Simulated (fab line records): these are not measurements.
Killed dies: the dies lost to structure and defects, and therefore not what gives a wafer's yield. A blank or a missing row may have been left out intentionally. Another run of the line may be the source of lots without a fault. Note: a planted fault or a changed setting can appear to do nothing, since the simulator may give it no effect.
2 desks looking at one fault | flow n5Finfet | each desk has only its own numbers; what lay behind them comes last

FROM THE METROLOGY DESK
What the gauges read for every lot (on any tool): the sampled wafers with a number, averaged. Any lot whose mean is over 4 standard deviations away from the usual mean is out of limits and marked OUT; that distance is given in the brackets. Shown are 7 of the 11 readings it has, namely the first that went out of limits plus those furthest out on some lot.
Columns: A = M3_ILD_THK at N5_BEOL_M3_THK_MEAS_01, usual 79.2 nm; B = DIBL_P at N5_BEOL_M4_RC_MEAS_101, usual 36.8 mV/V; C = IOFF_P at N5_BEOL_M4_RC_MEAS_101, usual 0.206 nA/um; D = ION_P at N5_BEOL_M4_RC_MEAS_101, usual 462 uA/um; E = SS_N at N5_BEOL_M4_RC_MEAS_101, usual 71.6 mV/dec; F = VT_N at N5_BEOL_M4_RC_MEAS_101, usual 248.8 mV; G = VT_P at N5_BEOL_M4_RC_MEAS_101, usual -251 mV
lot  | first seen here | A               | B    | C     | D   | E    | F     | G
L608 | day 7 11:04     | 79.5            | 35.4 | 0.167 | 458 | 70.6 | 250.7 | -256
L610 | day 7 16:13     | 79.0            | 34.7 | 0.198 | 461 | 72.0 | 246.0 | -250
L613 | day 8 07:55     | 80.3            | 38.1 | 0.219 | 469 | 71.7 | 249.6 | -249
L611 | day 8 09:38     | 79.7            | 37.0 | 0.202 | 463 | 70.9 | 249.6 | -252
L612 | day 8 15:48     | 78.6            | 39.2 | 0.229 | 464 | 72.4 | 247.7 | -252
L615 | day 9 08:19     | 80.3            | 34.9 | 0.192 | 457 | 71.8 | 250.0 | -251
L614 | day 9 13:09     | 79.0            | 38.5 | 0.245 | 464 | 71.8 | 246.1 | -249
L617 | day 9 13:31     | 79.1            | 35.9 | 0.237 | 474 | 71.5 | 246.4 | -249
L616 | day 10 08:08    | 79.0            | 37.2 | 0.224 | 464 | 72.1 | 247.4 | -251
L620 | day 10 15:38    | 79.5            | 37.9 | 0.226 | 466 | 72.0 | 250.0 | -248
L621 | day 10 15:47    | 80.2            | 35.8 | 0.199 | 463 | 71.3 | 250.5 | -250
L626 | day 12 07:32    | 77.6            | 37.4 | 0.212 | 463 | 71.8 | 247.2 | -249
L629 | day 13 09:11    | 69.1 (-9.2) OUT | 36.8 | 0.174 | 453 | 71.3 | 248.1 | -256
L631 | day 14 02:45    | 67.8 (-10) OUT  | 37.1 | 0.175 | 458 | 71.1 | 253.8 | -252
This desk's result: L629, L631 out of limits, first on L629 (M3_ILD_THK at N5_BEOL_M3_THK_MEAS_01), day 13 09:11. Within limits: L608, L610, L613, L611, L612, L615, L614, L617, L616, L620, L621, L626.

DESK OF THE TOOL OWNER: pecvd-02
The tool's own readings at N5_BEOL_M3_ILD_DEP_00 (deposits SiOC from DEMS/O2, target thk 79 nm, time 15.3 s): means of the sampled wafers that have a number, for each lot that ran on this tool. Any lot whose mean is over 4 standard deviations away from the usual mean is out of limits and marked OUT; that distance is given in the brackets.
Columns: A = heaterPowerW at N5_BEOL_M3_ILD_DEP_00, usual 467 W; B = showerheadPlenumPTorr at N5_BEOL_M3_ILD_DEP_00, usual 5.691 Torr; C = susceptorTempC at N5_BEOL_M3_ILD_DEP_00, usual 350.03 C; D = throttleValvePct at N5_BEOL_M3_ILD_DEP_00, usual 12.0 %
lot  | first seen here | A   | B     | C      | D
L610 | day 7 16:09     | 481 | 5.686 | 350.05 | 11.5
L614 | day 9 13:04     | 510 | 5.697 | 350.37 | 11.7
L620 | day 10 15:34    | 490 | 5.693 | 350.09 | 11.7
L621 | day 10 15:44    | 487 | 5.702 | 350.00 | 11.7
L626 | day 12 07:28    | 476 | 5.692 | 349.98 | 11.9
L629 | day 13 09:07    | 451 | 5.686 | 349.95 | 12.0
L631 | day 14 02:41    | 491 | 5.694 | 349.94 | 11.8
This desk found nothing out of limits on any of the 7 lots.

TAKEN TOGETHER
Metrology desk: alarm possible at day 13 09:11 on L629, L631.
Nothing out of limits was seen by the tool owner's desk.
The tool owner's desk has L629, L631 on record, within its limits.
N5_BEOL_M3_ILD_DEP_00 was run on pecvd-02 by each of the lots named.

WHAT THE SIMULATOR HAD INSERTED
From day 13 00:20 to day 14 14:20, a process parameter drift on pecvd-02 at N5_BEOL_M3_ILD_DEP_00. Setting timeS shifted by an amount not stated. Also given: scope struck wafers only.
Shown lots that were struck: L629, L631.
Delay in hours, fault start to first out-of-limits reading, per desk: metrology desk 9.
